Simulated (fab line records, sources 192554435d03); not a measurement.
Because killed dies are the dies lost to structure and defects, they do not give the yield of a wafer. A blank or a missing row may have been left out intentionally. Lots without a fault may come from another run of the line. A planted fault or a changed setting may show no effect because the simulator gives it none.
fab line records | flow n5-finfet
record lots=9 wafers=27 last-day=17
route steps=1938 shown FIN_CUT@177 STI_FIN_REVEAL@187 DUMMY_GATE@215 BEOL_M4@1111 PASSIVATION@1936
lots with no fault: from the same line, run without faults
start-h: start of the lot's first displayed wafer, in hours after the record's first day | wait-h: hours elapsed since this lot's preceding step | " identical to the entry in the row above | L1.1+2: several wafers, shown together as one row | - value missing, or start not given | * or withheld: withheld | < > ~ a bound
route shown NAME@n: names a module that has steps shown in the file, with the first one's number in the route | usual: average and standard deviation across the fault-free wafers | same: alike in all rows | chamber/n: place in a boat | sites: per-site readings | _std_site: standard deviation of those values | _edge_site: mean of outer sites minus mean of inner sites | radius-mm: how far each site lies from the wafer's centre | mask NAME#n: copy n | behind: tool/chamber where the wafer was last shaped | hold: what put the lot on hold/how long, in hours/how the hold closed | device: the n, p or np transistor that did not switch | end of line: at the end of the route, the tests of the same wafers | a step without rows: its recipe alone | killed: not the wafer's yield, but the dies lost to structure and defects at the first sort | map: dies across one wafer; x = killed, . = not, _ = none there
set.NAME: the setting as run; set.NAME@STEP: as run at that earlier step | model.NAME: the simulator's own value behind a step, which no gauge read
the route's steps for a sample of lots (tables are steps, rows are wafers)
services: a tool's chamber out of use, with start hour (start-h, from the record's first day; less than 0 if before it), hours out, and reason
## steps
# step N5_FIN_CUT_CUT_ETCH_28
# recipe chemistry=HBr/Cl2/O2 target=Si target-depth-a=60 mask-material=SOC time-s=2.4 ion-energy-ev=* bias-w=* pressure-mtorr=10 icp-w=800 HBr_flow_sccm=150 Cl2_flow_sccm=80 O2_flow_sccm=12
# usual HBr_flow_sccm=150.0/0.46 drypump-motor-current-A=5.7/0.48 mfc-cl2-sccm=80.00/0.22 oes-product-au=1.000/0.012 throttle-valve-pct=37.15/0.18
# columns lot.wafer tool chamber start-h wait-h HBr_flow_sccm drypump-motor-current-A mfc-cl2-sccm oes-product-au rf-hours-counter-h throttle-valve-pct
L614.1 rie-si-04 1 39.92 0.0 149.9 5.5 80.16 0.985 174 37.06
L614.2 " 2 " " 149.7 5.4 79.98 1.000 100 37.09
L614.4 " 3 " " 149.4 5.8 79.91 1.002 1 36.70
L618.4 rie-si-03 2 62.79 0.0 150.7 5.7 79.58 0.985 127 37.21
L618.5 " 3 " " 150.1 6.7 80.29 1.009 - 37.22
L618.6 " 0 " " 150.2 5.5 79.88 0.979 - 37.34
L619.3 rie-si-02 1 69.86 0.0 150.8 6.5 79.95 1.023 179 37.32
L619.4 " 3 " " 149.9 5.2 79.75 0.993 - 37.16
L619.5 " 1 " " 150.3 6.4 79.73 1.013 - 37.31
L621.2 rie-si-03 3 82.79 0.0 149.7 6.6 80.07 1.003 5 37.23
L621.4 " 0 " " 149.3 5.5 79.97 0.983 47 37.33
L621.6 " 3 " " 149.7 6.7 80.01 1.001 - 37.24
L629.1 rie-si-04 1 129.15 0.0 149.6 5.5 79.98 0.979 176 37.07
L629.4 " 3 " " 150.1 5.8 79.73 1.003 3 36.70
L629.5 " 3 " " 150.2 5.8 79.96 1.009 - 36.71
L632.1 rie-si-04 3 148.24 0.0 149.9 5.9 79.87 1.013 3 36.69
L632.2 " 2 " " 149.3 5.5 79.90 0.997 102 37.07
L632.6 " 2 " " 149.4 5.4 79.51 0.996 - 37.06
L633.3 rie-si-04 0 156.38 0.0 149.4 5.2 80.11 0.993 142 37.03
L633.5 " 3 " " 150.6 5.9 80.11 1.010 - 36.71
L633.6 " 0 " " 149.6 5.2 80.26 0.996 - 37.01
L634.1 rie-si-02 2 158.83 0.0 150.2 5.3 79.89 0.990 106 37.09
L634.4 " 0 " " 149.9 5.0 80.23 1.020 74 37.09
L634.6 " 1 " " 150.3 6.4 79.98 1.016 - 37.32
L635.1 rie-si-03 2 169.28 0.0 149.7 5.7 79.69 0.986 129 37.21
L635.2 " 1 " " 150.2 6.1 80.04 1.013 154 37.38
L635.3 " 3 " " 150.0 6.6 80.34 1.000 6 37.23
# step N5_FIN_CUT_STRIP_22
# recipe chemistry=N2/H2 power-w=500 temp-c=40 pressure-mtorr=50 rf-frequency-hz=6e+07 overash-fraction=0.3 bias-power-w=8 h2-frac=0.5 n2-flow-sccm=300 h2-flow-sccm=300
# usual bias-power-w=7.999/0.025 drypump-motor-current-A=5.55/0.26 n2-flow-sccm=299.9/0.91 oes-product-au=0.78/0.082 rf-vpp-V=54.5/2.3 showerhead-plenum-p-Torr=3.40/0.1 throttle-valve-pct=18.8/0.37
# columns lot.wafer tool chamber start-h wait-h bias-power-w drypump-motor-current-A n2-flow-sccm oes-product-au rf-hours-counter-h rf-vpp-V showerhead-plenum-p-Torr throttle-valve-pct
L614.1 rie-diel-06 1 40.01 0.1 7.998 5.29 299.7 0.70 170 55.2 3.34 18.9
L614.2 " 3 " " 7.980 5.91 299.2 0.93 24 54.4 3.56 18.3
L614.4 " 0 " " 8.006 5.85 298.9 0.73 182 54.4 3.35 18.9
L618.4 rie-diel-01 3 62.86 0.0 7.960 5.18 300.0 0.91 20 53.0 3.42 18.5
L618.5 " 3 " " 7.973 5.17 299.4 0.91 - 53.2 3.42 18.5
L618.6 " 2 " " 7.996 5.76 299.5 0.71 - 52.4 3.46 19.1
L619.3 rie-diel-06 3 70.02 0.1 7.986 5.89 300.4 0.92 33 54.7 3.55 18.3
L619.4 " 2 " " 7.997 5.43 300.8 0.75 151 52.6 3.51 19.3
L619.5 " 1 " " 7.976 5.31 300.2 0.72 - 54.0 3.34 18.9
L621.2 rie-diel-01 0 82.88 0.1 7.980 5.43 297.9 0.79 125 52.4 3.23 18.8
L621.4 " 3 " " 8.046 5.16 299.7 0.91 25 55.9 3.41 18.5
L621.6 " 0 " " 7.995 5.43 299.4 0.79 - 54.5 3.23 18.8
L629.1 rie-diel-01 2 129.21 0.0 8.034 5.76 299.0 0.70 218 57.5 3.44 19.1
L629.4 " 1 " " 8.018 5.48 300.1 0.71 238 49.9 3.45 18.8
L629.5 " 1 " " 8.003 5.49 298.6 0.71 - 53.5 3.45 18.8
L632.1 rie-diel-02 3 148.50 0.2 7.962 5.34 300.1 0.77 145 49.9 3.22 18.7
L632.2 " 0 " " 8.066 5.09 300.4 0.68 223 54.3 3.46 19.4
L632.6 " 0 " " 8.061 5.16 300.0 0.68 - 53.0 3.45 19.4
L633.3 rie-diel-02 0 156.45 0.0 7.979 5.12 299.0 0.68 225 56.8 3.45 19.4
L633.5 " 0 " " 8.006 5.13 300.0 0.70 - 58.5 3.45 19.4
L633.6 " 3 " " 7.996 5.33 298.7 0.76 - 54.3 3.22 18.8
L634.1 rie-diel-01 3 158.90 0.0 8.004 5.16 301.2 0.84 48 57.9 3.40 18.6
L634.4 " 2 " " 7.973 5.72 300.1 0.68 227 52.8 3.44 19.2
L634.6 " 1 " " 8.002 5.52 300.1 0.69 - 53.6 3.44 18.8
L635.1 rie-diel-01 0 169.38 0.1 7.977 5.42 299.8 0.76 150 51.3 3.22 18.9
L635.2 " 3 " " 8.030 5.16 299.4 0.83 52 56.7 3.40 18.6
L635.3 " 2 " " 8.007 5.73 299.8 0.69 230 53.4 3.44 19.2
# step N5_STI_FIN_REVEAL_CMP_04
# recipe stop-on=Si3N4 t-overpolish-s=4 down-force-psi=2 platen-rpm=54.18 post-cmp-clean=alkaline-brush pad-velocity-m-s=1.078 target-thk-nm=131.83
# usual motor-current-A=8.4/0.74 overpolish-run-s=4.000/0.0088 time-to-endpoint-s=107/5.4
# columns lot.wafer tool chamber start-h wait-h motor-current-A overpolish-run-s time-to-endpoint-s
L614.4 cmp-04 0 46.06 0.2 6.9 4.001 101
L614.2 " 1 " " 8.8 4.001 110
L614.1 " 3 " " 9.0 4.007 106
L618.4 cmp-02 3 68.22 0.1 8.4 4.004 100
L618.5 " 1 " " 8.4 4.003 101
L618.6 " 2 " " 8.9 3.987 102
L619.4 cmp-02 0 75.50 0.0 9.3 3.981 102
L619.3 " 1 " " 7.9 3.996 104
L619.5 " 0 " " 8.8 4.010 100
L621.2 cmp-02 1 88.64 0.0 8.4 4.002 108
L621.4 " 0 " " 9.4 4.005 102
L621.6 " 1 " " 8.2 4.006 103
L629.1 cmp-03 1 134.53 0.1 8.5 3.982 106
L629.4 " 2 " " 7.6 3.993 106
L629.5 " 0 " " 9.0 4.006 103
L632.2 cmp-02 1 153.83 0.1 7.7 4.007 113
L632.1 " 3 " " 8.2 4.003 107
L632.6 " 1 " " 8.1 3.983 110
L633.3 cmp-03 1 161.88 0.1 8.1 4.004 108
L633.5 " 3 " " 7.7 4.011 106
L633.6 " 0 " " 9.1 3.992 103
L634.4 cmp-02 3 164.22 0.1 8.1 3.983 102
L634.1 " 1 " " 8.4 3.997 107
L634.6 " 3 " " 7.9 3.999 106
L635.1 cmp-04 2 174.99 0.0 8.8 4.003 117
L635.2 " 0 " " 7.4 4.003 109
L635.3 " 1 " " 8.4 3.997 117
# step N5_DUMMY_GATE_CVD_03
# recipe material=a-Si target-thk-a=1500 temp-c=530 precursor=SiH4 time-s=8042
# usual zone-power-bottom-pct=10.8/1.2
# columns lot.wafer tool chamber start-h wait-h zone-power-bottom-pct
L614.1 lpcvd-01 0/15 49.98 0.1 11.1
L614.2 " 0/20 " " 11.1
L614.4 " 0/29 " " 11.1
L618.4 lpcvd-02 1/79 73.36 0.1 10.2
L618.5 " 1/84 " " 10.2
L618.6 " 1/89 " " 10.2
L619.3 lpcvd-02 0/75 79.87 0.1 12.1
L619.4 " 0/79 " " 12.1
L619.5 " 0/84 " " 12.1
L621.2 lpcvd-02 1/20 92.70 0.1 10.2
L621.4 " 1/29 " " 10.2
L621.6 " 1/39 " " 10.2
L629.1 lpcvd-01 1/65 138.32 0.1 9.3
L629.4 " 1/79 " " 9.3
L629.5 " 1/84 " " 9.3
L632.1 lpcvd-01 1/90 157.68 0.1 9.3
L632.2 " 1/95 " " 9.3
L632.6 " 1/114 " " 9.3
L633.3 lpcvd-02 0/25 165.72 0.1 12.1
L633.5 " 0/34 " " 12.1
L633.6 " 0/39 " " 12.1
L634.1 lpcvd-01 1/90 168.56 0.1 9.2
L634.4 " 1/104 " " 9.2
L634.6 " 1/114 " " 9.2
L635.1 lpcvd-02 0/40 180.31 0.1 12.1
L635.2 " 0/45 " " 12.1
L635.3 " 0/50 " " 12.1
# step N5_DUMMY_GATE_CMP_04
# recipe material=a-Si post-cmp-clean=alkaline-brush
# usual motor-current-A=9.9/0.86 time-to-endpoint-s=15.4/2.6
# columns lot.wafer tool chamber start-h wait-h motor-current-A time-to-endpoint-s
L614.4 cmp-04 2 53.72 0.0 10.7 19.1
L614.2 " 3 " " 11.8 17.9
L614.1 " 1 " " 10.5 18.4
L618.4 cmp-01 3 77.27 0.2 9.7 15.1
L618.5 " 2 " " 9.7 15.2
L618.6 " 3 " " 9.6 14.2
L619.4 cmp-03 1 83.67 0.1 10.4 13.6
L619.3 " 2 " " 9.9 16.4
L619.5 " 0 " " 11.4 13.9
L621.4 cmp-04 3 96.44 0.0 11.3 8.1
L621.2 " 0 " " 9.1 3.0
L621.6 " 3 " " 10.7 9.9
L629.4 cmp-04 3 142.08 0.1 11.4 17.0
L629.1 " 1 " " 10.8 16.7
L629.5 " 2 " " 10.6 20.8
L632.1 cmp-04 3 161.42 0.0 10.8 18.4
L632.2 " 0 " " 8.7 13.1
L632.6 " 3 " " 11.5 17.0
L633.3 cmp-01 3 169.55 0.1 9.2 13.0
L633.6 " 0 " " 9.8 14.6
L633.5 " 1 " " 8.7 16.4
L634.1 cmp-01 3 172.31 0.0 9.8 12.7
L634.4 " 2 " " 10.0 11.1
L634.6 " 3 " " 9.6 11.0
L635.1 cmp-01 0 184.08 0.1 9.6 15.8
L635.2 " 1 " " 8.7 16.4
L635.3 " 2 " " 9.2 14.5
# step N5_BEOL_M4_RC_MEAS_101
# usual DIBL_N=36.6/1.7 DIBL_P=36.7/2 IOFF_N=0.16/0.033 IOFF_P=0.22/0.04 ION_N=673/12 ION_P=463/7.9 SS_N=71.7/0.58 SS_P=73.3/0.64 VT_N=249/3.3 VT_P=-249/3.1
# columns lot.wafer tool chamber start-h wait-h DIBL_N[mV/V] DIBL_P[mV/V] IOFF_N[nA/um] IOFF_P[nA/um] ION_N[uA/um] ION_P[uA/um] SS_N[mV/dec] SS_P[mV/dec] VT_N[mV] VT_P[mV]
L614.1 prober-02 0 173.45 0.0 37.2 37.2 0.15 0.21 653 451 72.2 73.9 252 -254
L614.2 " 0 " " 35.7 36.2 0.14 0.21 671 465 71.2 73.9 247 -248
L614.4 " 0 " " 38.3 38.0 0.17 0.24 683 471 72.2 73.5 249 -252
L618.4 prober-02 0 195.83 0.5 35.9 36.8 0.18 0.22 673 455 71.8 72.9 247 -251
L618.5 " 0 " " 35.9 37.5 0.19 0.24 684 461 72.5 73.3 244 -250
L618.6 " 0 " " 36.2 36.7 0.20 0.24 679 458 72.3 73.2 246 -250
L619.3 prober-02 0 206.87 0.3 36.4 33.6 0.15 0.16 659 444 72.3 72.5 252 -255
L619.4 " 0 " " 35.3 33.9 0.13 0.17 662 460 71.5 72.7 254 -250
L619.5 " 0 " " 37.1 35.6 0.15 0.19 655 451 72.4 73.2 253 -251
L629.1 prober-02 0 279.24 0.0 33.8 32.9 0.11 0.17 653 454 71.0 71.8 254 -251
L629.4 " 0 " " 36.3 36.2 0.16 0.23 667 462 71.6 72.4 247 -245
L629.5 " 0 " " 40.6 42.1 0.27 0.35 686 471 72.9 74.0 239 -246
L632.1 prober-02 0 302.10 0.0 38.3 41.5 0.21 0.27 694 478 72.5 74.8 247 -251
L632.2 " 0 " " 37.6 39.8 0.18 0.23 677 462 71.8 73.7 251 -249
L632.6 " 0 " " 36.4 38.1 0.16 0.21 669 459 72.8 74.0 252 -251
L635.1 prober-01 0 308.11 0.0 35.2 34.2 0.14 0.21 664 461 71.9 72.5 250 -246
L635.2 " 0 " " 35.2 34.8 0.14 0.22 677 471 72.0 72.5 251 -248
L635.3 " 0 " " 35.2 34.8 0.14 0.22 667 464 71.6 72.4 250 -246
L633.3 prober-02 0 311.96 0.3 38.8 39.4 0.23 0.33 705 492 72.3 74.1 243 -241
L633.5 " 0 " " 39.8 39.9 0.24 0.33 710 487 71.7 73.6 243 -240
L633.6 " 0 " " 38.0 37.9 0.19 0.29 676 473 71.3 73.4 247 -245
L634.1 prober-02 0 313.96 0.0 36.0 37.2 0.16 0.20 664 458 71.9 73.5 247 -250
L634.4 " 0 " " 36.1 37.1 0.16 0.21 664 455 71.8 73.3 251 -250
L634.6 " 0 " " 35.2 37.1 0.15 0.21 675 465 71.7 73.1 250 -249
# step N5_PASSIVATION_PROBE_49
# usual killed_at_M0_to_M3=34/11 killed_at_M4_up=14/5.7 killed-at-contacts=14/6.9 killed-at-front-end=40/11 killed-at-other=4/3.1 killed-dies=105/17 killed-on-rim=14/4.1 killed-open=70/13 killed-short=34/7.6
# same gross-dies=1180 killed-at-back-side=0
# columns lot.wafer tool chamber start-h wait-h killed_at_M0_to_M3 killed_at_M4_up killed-at-contacts killed-at-front-end killed-at-other killed-dies killed-on-rim killed-open killed-short
L614.1 prober-01 - 270.51 0.0 35 6 9 37 4 91 7 59 32
L614.2 prober-01 - 270.56 0.1 53 11 10 52 8 134 12 88 43
L614.4 prober-01 - 270.66 0.2 29 15 8 30 9 91 12 62 29
L618.4 prober-01 - 309.19 0.2 34 11 12 52 4 113 17 73 40
L618.5 prober-01 - 309.24 0.2 37 7 10 46 4 104 10 75 29
L618.6 prober-01 - 309.29 0.3 30 9 6 63 2 110 19 70 39
L619.3 prober-01 - 313.49 0.1 32 14 18 39 2 105 9 70 31
L619.4 prober-01 - 313.54 0.2 32 15 15 32 2 96 12 58 35
L619.5 prober-01 - 313.59 0.2 22 19 9 41 7 98 17 55 39
L621.2 prober-02 - 331.62 0.1 44 17 35 1078 6 1180 152 118 27
L621.4 prober-02 - 331.72 0.2 33 13 29 1102 3 1180 152 74 43
L621.6 prober-02 - 331.82 0.3 37 13 11 1111 8 1180 152 85 26
L629.1 prober-01 - 381.56 0.0 26 6 23 54 1 110 15 72 37
L629.4 prober-01 - 381.71 0.2 26 9 30 61 3 129 14 84 45
L629.5 prober-01 - 381.76 0.2 34 6 20 55 5 120 16 79 38
L632.1 prober-02 - 409.63 0.0 54 8 14 31 7 114 12 74 38
L632.2 prober-02 - 409.68 0.1 50 10 10 35 5 110 19 78 32
L632.6 prober-02 - 409.88 0.3 60 12 10 33 10 125 18 83 42
L635.1 prober-02 - 410.95 0.0 28 15 13 36 0 92 10 61 29
L635.2 prober-02 - 411.00 0.1 38 24 21 35 1 119 24 78 38
L635.3 prober-02 - 411.05 0.1 33 10 14 66 1 124 17 85 38
L633.3 prober-01 - 411.07 0.1 29 7 15 38 5 94 11 58 34
L633.5 prober-01 - 411.17 0.2 32 5 19 47 5 108 13 72 35
L633.6 prober-01 - 411.22 0.3 34 9 36 45 7 131 20 100 31
L634.1 prober-01 - 413.92 0.0 27 21 12 42 0 102 19 70 31
L634.4 prober-01 - 414.07 0.2 37 8 21 38 3 107 12 75 32
L634.6 prober-01 - 414.17 0.3 44 9 19 14 1 87 13 58 29
# killed by level:class
L614.1 BEOL_M0_SAQP:geometric-particle:short=9 FIN_SAQP:geometric-particle:open=7 MOL_CONTACT_COAG:geometric-particle:open=7 BEOL_M0_SAQP:geometric-particle:open=7 BEOL_M3:geometric-particle:open=6 STI_FIN_REVEAL:geometric-particle:open=5 DUMMY_GATE:geometric-particle:open=5 FIN_SAQP:geometric-particle:short=4
L614.2 STI_FIN_REVEAL:geometric-particle:open=13 BEOL_M3:geometric-particle:open=13 BEOL_M0_SAQP:geometric-particle:short=12 BEOL_M0_SAQP:geometric-particle:open=12 DUMMY_GATE:geometric-particle:open=8 MOL_CONTACT_COAG:geometric-particle:open=8 FIN_SAQP:geometric-particle:open=5 FIN_SAQP:geometric-particle:short=4
L614.4 FIN_SAQP:geometric-particle:open=9 MOL_CONTACT_COAG:geometric-particle:open=8 BEOL_M0_SAQP:geometric-particle:short=8 BEOL_M1:geometric-particle:open=7 GATE_CUT:geometric-particle:short=6 BEOL_M3:geometric-particle:open=5 BEOL_M0_SAQP:geometric-particle:open=5 BEOL_M4:geometric-particle:open=5
L618.4 FIN_SAQP:geometric-particle:open=15 FIN_SAQP:geometric-particle:short=12 BEOL_M0_SAQP:geometric-particle:open=10 MOL_CONTACT_COAG:geometric-particle:open=9 BEOL_M0_SAQP:geometric-particle:short=8 DUMMY_GATE:geometric-particle:open=6 BEOL_M0:geometric-particle:open=6 DUMMY_GATE:geometric-particle:short=4
L618.5 FIN_SAQP:geometric-particle:open=11 FIN_SAQP:geometric-particle:short=9 MOL_CONTACT_COAG:geometric-particle:open=8 BEOL_M3:geometric-particle:open=7 BEOL_M0:geometric-particle:open=7 DUMMY_GATE:geometric-particle:open=6 BEOL_M0_SAQP:geometric-particle:short=6 BEOL_M2:geometric-particle:open=6
L618.6 STI_FIN_REVEAL:geometric-particle:open=15 FIN_SAQP:geometric-particle:open=12 FIN_SAQP:geometric-particle:short=11 BEOL_M2:geometric-particle:open=8 BEOL_M3:geometric-particle:open=6 DUMMY_GATE:geometric-particle:short=5 BEOL_M0_SAQP:geometric-particle:open=5 GATE_CUT:geometric-particle:short=4
L619.3 MOL_CONTACT_COAG:geometric-particle:open=13 BEOL_M0_SAQP:geometric-particle:short=8 FIN_SAQP:geometric-particle:open=7 BEOL_M3:geometric-particle:open=6 DUMMY_GATE:geometric-particle:open=5 ILD0:geometric-particle:open=5 STI_FIN_REVEAL:geometric-particle:open=4 BEOL_M0_SAQP:geometric-particle:open=4
L619.4 BEOL_M0_SAQP:geometric-particle:short=13 FIN_SAQP:geometric-particle:open=10 MOL_CONTACT_COAG:geometric-particle:open=9 BEOL_M3:geometric-particle:open=7 BEOL_M0_SAQP:geometric-particle:open=6 MOL_CONTACT_COAG:geometric-particle:short=5 ILD0:geometric-particle:open=5 BEOL_M4:geometric-particle:open=5
L619.5 FIN_SAQP:geometric-particle:open=10 GATE_CUT:geometric-particle:open=8 GATE_CUT:geometric-particle:short=7 MOL_CONTACT_COAG:geometric-particle:open=6 BEOL_M4:geometric-particle:open=6 BEOL_M0_SAQP:geometric-particle:short=5 FIN_SAQP:geometric-particle:short=4 STI_FIN_REVEAL:geometric-particle:open=3
L621.2 DUMMY_GATE:area-cvd=1034 MOL_CONTACT_COAG:geometric-particle:open=31 FIN_SAQP:geometric-particle:open=15 BEOL_M1:geometric-particle:open=14 BEOL_M4:geometric-particle:open=10 BEOL_M2:geometric-particle:open=9 BEOL_M3:geometric-particle:open=7 FIN_SAQP:geometric-particle:short=6
L621.4 DUMMY_GATE:area-cvd=1062 MOL_CONTACT_COAG:geometric-particle:open=22 BEOL_M2:geometric-particle:open=13 FIN_SAQP:geometric-particle:open=8 MOL_CONTACT_COAG:geometric-particle:short=7 FIN_SAQP:geometric-particle:short=6 DUMMY_GATE:geometric-particle:open=6 BEOL_M0_SAQP:geometric-particle:short=5
L621.6 DUMMY_GATE:area-cvd=1069 BEOL_M2:geometric-particle:open=16 BEOL_M1:geometric-particle:open=11 STI_FIN_REVEAL:geometric-particle:open=9 MOL_CONTACT_COAG:geometric-particle:open=9 DUMMY_GATE:geometric-particle:open=6 FIN_SAQP:geometric-particle:open=5 STI_FIN_REVEAL:geometric-particle:short=5
L629.1 MOL_CONTACT_COAG:geometric-particle:open=18 FIN_SAQP:geometric-particle:short=12 DUMMY_GATE:geometric-particle:open=10 STI_FIN_REVEAL:geometric-particle:open=8 FIN_SAQP:geometric-particle:open=5 MOL_CONTACT_COAG:geometric-particle:short=5 BEOL_M0_SAQP:geometric-particle:open=5 BEOL_M2:geometric-particle:open=5
L629.4 MOL_CONTACT_COAG:geometric-particle:open=24 FIN_SAQP:geometric-particle:short=16 STI_FIN_REVEAL:geometric-particle:open=12 FIN_SAQP:geometric-particle:open=7 STI_FIN_REVEAL:geometric-particle:short=6 DUMMY_GATE:geometric-particle:open=6 MOL_CONTACT_COAG:geometric-particle:short=6 BEOL_M2:geometric-particle:open=6
L629.5 MOL_CONTACT_COAG:geometric-particle:open=15 STI_FIN_REVEAL:geometric-particle:open=12 BEOL_M1:geometric-particle:open=10 FIN_SAQP:geometric-particle:short=7 DUMMY_GATE:geometric-particle:open=7 BEOL_M0_SAQP:geometric-particle:short=7 FIN_SAQP:geometric-particle:open=6 GATE_CUT:geometric-particle:open=6
L632.1 BEOL_M0_SAQP:geometric-particle:open=22 BEOL_M0_SAQP:geometric-particle:short=14 STI_FIN_REVEAL:geometric-particle:open=12 MOL_CONTACT_COAG:geometric-particle:open=10 BEOL_M1:geometric-particle:open=7 FIN_SAQP:geometric-particle:short=4 MOL_CONTACT_COAG:geometric-particle:short=4 STI_FIN_REVEAL:geometric-particle:short=3
L632.2 BEOL_M1:geometric-particle:open=14 STI_FIN_REVEAL:geometric-particle:open=13 BEOL_M0_SAQP:geometric-particle:short=10 MOL_CONTACT_COAG:geometric-particle:open=7 BEOL_M0:geometric-particle:open=6 BEOL_M2:geometric-particle:open=6 FIN_SAQP:geometric-particle:short=5 BEOL_M0_SAQP:geometric-particle:open=5
L632.6 BEOL_M0_SAQP:geometric-particle:open=22 BEOL_M0_SAQP:geometric-particle:short=14 STI_FIN_REVEAL:geometric-particle:open=11 BEOL_M1:geometric-particle:open=11 MOL_CONTACT_COAG:geometric-particle:open=7 BEOL_M3:geometric-particle:open=6 BEOL_M4:geometric-particle:open=5 GATE_CUT:geometric-particle:short=5
L635.1 MOL_CONTACT_COAG:geometric-particle:open=11 FIN_SAQP:geometric-particle:open=9 BEOL_M1:geometric-particle:open=9 BEOL_M4:geometric-particle:open=6 FIN_SAQP:geometric-particle:short=5 GATE_CUT:geometric-particle:short=5 STI_FIN_REVEAL:geometric-particle:open=4 DUMMY_GATE:geometric-particle:open=4
L635.2 MOL_CONTACT_COAG:geometric-particle:open=14 BEOL_M0_SAQP:geometric-particle:open=11 BEOL_M4:geometric-particle:open=11 FIN_SAQP:geometric-particle:short=9 FIN_SAQP:geometric-particle:open=8 BEOL_M0_SAQP:geometric-particle:short=8 MOL_CONTACT_COAG:geometric-particle:short=7 BEOL_M3:geometric-particle:open=7
L635.3 STI_FIN_REVEAL:geometric-particle:open=27 MOL_CONTACT_COAG:geometric-particle:open=13 FIN_SAQP:geometric-particle:short=11 FIN_SAQP:geometric-particle:open=9 STI_FIN_REVEAL:geometric-particle:short=9 BEOL_M2:geometric-particle:open=7 BEOL_M3:geometric-particle:open=6 BEOL_M0_SAQP:geometric-particle:open=4
L633.3 MOL_CONTACT_COAG:geometric-particle:open=13 BEOL_M0_SAQP:geometric-particle:short=10 BEOL_M0_SAQP:geometric-particle:open=9 GATE_CUT:geometric-particle:short=8 STI_FIN_REVEAL:geometric-particle:open=8 STARTING-WAFER:geometric-particle:open=5 DUMMY_GATE:geometric-particle:open=4 BEOL_M2:geometric-particle:open=4
L633.5 MOL_CONTACT_COAG:geometric-particle:open=17 STI_FIN_REVEAL:geometric-particle:open=15 BEOL_M0_SAQP:geometric-particle:short=10 BEOL_M0_SAQP:geometric-particle:open=8 STI_FIN_REVEAL:geometric-particle:short=6 GATE_CUT:geometric-particle:short=6 FIN_SAQP:geometric-particle:open=5 BEOL_M3:geometric-particle:open=5
L633.6 MOL_CONTACT_COAG:geometric-particle:open=33 BEOL_M1:geometric-particle:open=14 STI_FIN_REVEAL:geometric-particle:open=12 FIN_SAQP:geometric-particle:open=10 BEOL_M0_SAQP:geometric-particle:open=8 BEOL_M0_SAQP:geometric-particle:short=6 FIN_SAQP:geometric-particle:short=4 GATE_CUT:geometric-particle:short=4
L634.1 MOL_CONTACT_COAG:geometric-particle:open=11 STI_FIN_REVEAL:geometric-particle:open=10 GATE_CUT:geometric-particle:short=8 BEOL_M4:geometric-particle:open=6 BEOL_M0_SAQP:geometric-particle:open=6 FIN_SAQP:geometric-particle:open=5 BEOL_M0_SAQP:geometric-particle:short=5 BEOL_M4:geometric-particle:short=5
L634.4 MOL_CONTACT_COAG:geometric-particle:open=17 BEOL_M2:geometric-particle:open=10 STI_FIN_REVEAL:geometric-particle:open=7 BEOL_M0_SAQP:geometric-particle:short=7 FIN_SAQP:geometric-particle:open=6 BEOL_M0_SAQP:geometric-particle:open=6 BEOL_M1:geometric-particle:open=6 GATE_CUT:geometric-particle:short=5
L634.6 MOL_CONTACT_COAG:geometric-particle:open=13 BEOL_M2:geometric-particle:open=12 BEOL_M0_SAQP:geometric-particle:open=9 BEOL_M0_SAQP:geometric-particle:short=9 MOL_CONTACT_COAG:geometric-particle:short=6 BEOL_M4:geometric-particle:open=5 FIN_SAQP:geometric-particle:open=3 BEOL_M0:geometric-particle:open=3
## services
# columns tool chamber start-h hours kind
cmp-02 - 16.22 2.9 repair
cmp-03 - 16.64 2.0 repair
rie-si-04 3 24.74 1.1 repair
cmp-02 - 26.04 0.6 repair
rie-si-03 - 27.32 4.4 repair
cmp-02 - 36.97 4.7 repair
cmp-03 - 43.37 4.0 pm
cmp-03 - 53.33 6.9 pm
rie-si-04 2 54.09 3.4 repair
rie-si-02 2 59.43 29.7 repair
cmp-03 - 62.97 1.5 repair
cmp-04 - 75.66 3.8 pm
rie-si-02 - 79.32 2.8 pm
cmp-03 - 85.06 0.3 repair
cmp-03 - 93.94 15.1 pm
cmp-01 - 97.63 0.5 repair
cmp-02 - 104.15 4.2 pm
cmp-01 - 104.41 4.0 pm
rie-diel-06 2 125.43 12.1 repair
cmp-03 - 127.94 1.8 repair
rie-si-03 3 142.38 10.6 repair
cmp-04 - 156.81 4.5 pm
rie-diel-01 2 164.28 2.8 repair
cmp-04 - 179.59 0.5 repair
## key
first-sign step=N5_DUMMY_GATE_CMP_04 reading=time-to-endpoint-s direction=down sigmas=3.3 usual=* struck=*
effect step=N5_PASSIVATION_PROBE_49 reading=killed-at-front-end direction=up sigmas=93 usual=40 struck=1097
more-kills-born-at N5_DUMMY_GATE_CVD_03@lpcvd-02=3165
met-at N5_DUMMY_GATE_CVD_03
struck-lots L621
later-rows-left-out L621.2,L621.4,L621.6
tester-left-out L621
not-acting-at N5_FIN_CUT_CUT_ETCH_28,N5_FIN_CUT_STRIP_22,N5_STI_FIN_REVEAL_CMP_04
onset-between 79.87 92.70
fault kind=process-parameter-drift tool=lpcvd-02 chamber=- onset-h=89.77 steps=N5_DUMMY_GATE_CVD_03 channel=time-s offset=* shape=step end-h=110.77 acts-in=* stated=*
# tester-left-out: of these lots the tester's yield and bins aren't shown, on N5 and GAA mostly nor the transistor test; their killed dies are dies lost to structure and defects alone, not to doping, threshold or leakage, so they don't give the yield
# later-rows-left-out: the simulator's readings of these wafers behind a module that went badly wrong aren't trusted and aren't shown, but for the sort
